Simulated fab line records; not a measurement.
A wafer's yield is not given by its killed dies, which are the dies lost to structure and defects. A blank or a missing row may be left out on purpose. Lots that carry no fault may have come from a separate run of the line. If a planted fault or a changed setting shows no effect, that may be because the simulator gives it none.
Struck lot and sound lot, side by side || flow n5_finfet || 15 steps out of a route of 1938
Sound: the wafers L452.3, L452.4, L452.6. Struck: wafers L449.1, L449.2, L449.4. The cause is named last.
Each step with rows lists, per side, the tool, then ch with its chambers, then its first start. Under that, the readings that differ: sound wafers || struck wafers || difference of the means || sigmas: that difference in standard deviations of wafers without a fault.
alike: readings with means less than 2 such deviations apart, plus words and numbers identical on both sides. not compared: withheld readings, readings lacking a value on some wafer, bounds such as >300 that could conceal the same value, and numbers that have no deviation in the record and whose values overlap.
Wherever a step has rows on one side only, a row that says differs or no value, or a row with sigmas, the two part there. Numbers that have no deviation but don't overlap get no sigmas and don't part them. A reading missing from all wafers of one side parts the sides only when that side holds two or more wafers.

first, 11 steps without rows for these wafers: N5_FIN_SAQP_STRIP_23 (strips in SPM, time 750 s); N5_FIN_SAQP_SRD_66 (time 30 s); N5_FIN_SAQP_RECESS_75 (chemistry HF/NH3, target SiO2, target depth 14.4 nm, afs cycles 3, sublimation time 60 s); N5_FIN_SAQP_SPACER1_ALD_24 (deposits SiO2, target thk 20.3 nm, pulse time 1 s, purge time 2 s); N5_FIN_SAQP_SPACER1_ETCHBACK_25 (etches SiO2 in CHF3/O2, target depth 24.4 nm, time 12.2 s); N5_FIN_SAQP_MANDREL1_REMOVE_56 (chemistry HBr/Cl2/O2, target a-Si, stops on SiNx, bt time 10 s); N5_FIN_SAQP_ETCH_57 (etches SiNx in CH3F/O2, target depth 32.5 nm, time 46.4 s); N5_FIN_SAQP_ETCH_65 (etches SiO2 in CF4, target depth 4 nm, time 4.4 s); N5_FIN_SAQP_MANDREL_ETCH_58 (etches a-Si in HBr/Cl2, stops on SiNx, target depth 45 nm, bt time 10 s, time 27 s); N5_FIN_SAQP_RECESS_63 (chemistry HF/NH3, target SiO2, target depth 18 nm, afs cycles 3, sublimation time 60 s); N5_FIN_SAQP_COAT_68 (time 60 s, resist thk 100 nm).
N5_FIN_SAQP_ETCH_69: etches SOC in N2/H2, stops on SiNx, target depth 150 nm.
  sound on rie_diel-01 ch 0,3, day 6 01:10; struck on rie_diel-02 ch 0,1,3, day 5 08:49
  no value came back on the struck wafers for any of 7 readings (bias_w (W), chamber_pressure_mTorr (mTorr) and others); on the sound wafers bias_w (W) reads 60.99 61.19 61.25
{"reading": "model.SOC_of_FIN_SAQP_COAT_68.thk_nm (nm)", "sound": "4.8 2 4.6", "struck": "101 100.6 100.6", "difference": "+97", "sigmas": ""}
  not compared: rf_hours_counter_h
then, 1 step without rows for these wafers: N5_FIN_SAQP_ETCH_67 (etches SiNx in CH3F/O2, target depth 30 nm).
N5_BEOL_M4_RC_MEAS_101:
  the record has rows for the sound wafers here (prober-02 ch 0, day 12 06:06) and none for the struck ones
-- record jumps: 10 days separate the struck wafers' starts on either side; left off in module BEOL_M4, taken up again in module PASSIVATION, whose first shown step is the route's number 1936 --
N5_PASSIVATION_PROBE_49:
  sound: prober-02 at day 16 05:01; struck: prober-02 at day 15 09:18
{"reading": "defect_limited_yield (%)", "sound": "91.7 89.1 91.5", "struck": "0 0 0", "difference": -91, "sigmas": -65}
{"reading": "killed_at_M4_up", "sound": "7 12 8", "struck": "24 20 27", "difference": "+15", "sigmas": "+3"}
{"reading": "killed_at_contacts", "sound": "15 23 26", "struck": "6 13 2", "difference": -14, "sigmas": -2}
{"reading": "killed_at_front_end", "sound": "39 55 24", "struck": "1119 1107 1103", "difference": "+1070", "sigmas": "+89"}
{"reading": "killed_dies", "sound": "98 129 100", "struck": "1180 1180 1180", "difference": "+1071", "sigmas": "+67"}
{"reading": "killed_on_rim", "sound": "10 20 12", "struck": "152 152 152", "difference": "+138", "sigmas": "+36"}
{"reading": "sort_bin_5_function (%)", "sound": "4.8 6.5 5.1", "struck": "96.5 96.9 96.6", "difference": "+91.2", "sigmas": "+95"}
{"reading": "sort_n_pass", "sound": "1082 1051 1080", "struck": "0 0 0", "difference": -1071, "sigmas": -67}
{"reading": "sort_yield_pct (%)", "sound": "91.7 89.1 91.5", "struck": "0 0 0", "difference": -91, "sigmas": -65}
  alike: killed_at_M0_to_M3, killed_at_other, killed_open, killed_short, sort_bin_6_memory

## WHERE THEY PART
At N5_FIN_SAQP_ETCH_69 first; at N5_PASSIVATION_PROBE_49 last (within this record only).

WHY: what the simulator had put in
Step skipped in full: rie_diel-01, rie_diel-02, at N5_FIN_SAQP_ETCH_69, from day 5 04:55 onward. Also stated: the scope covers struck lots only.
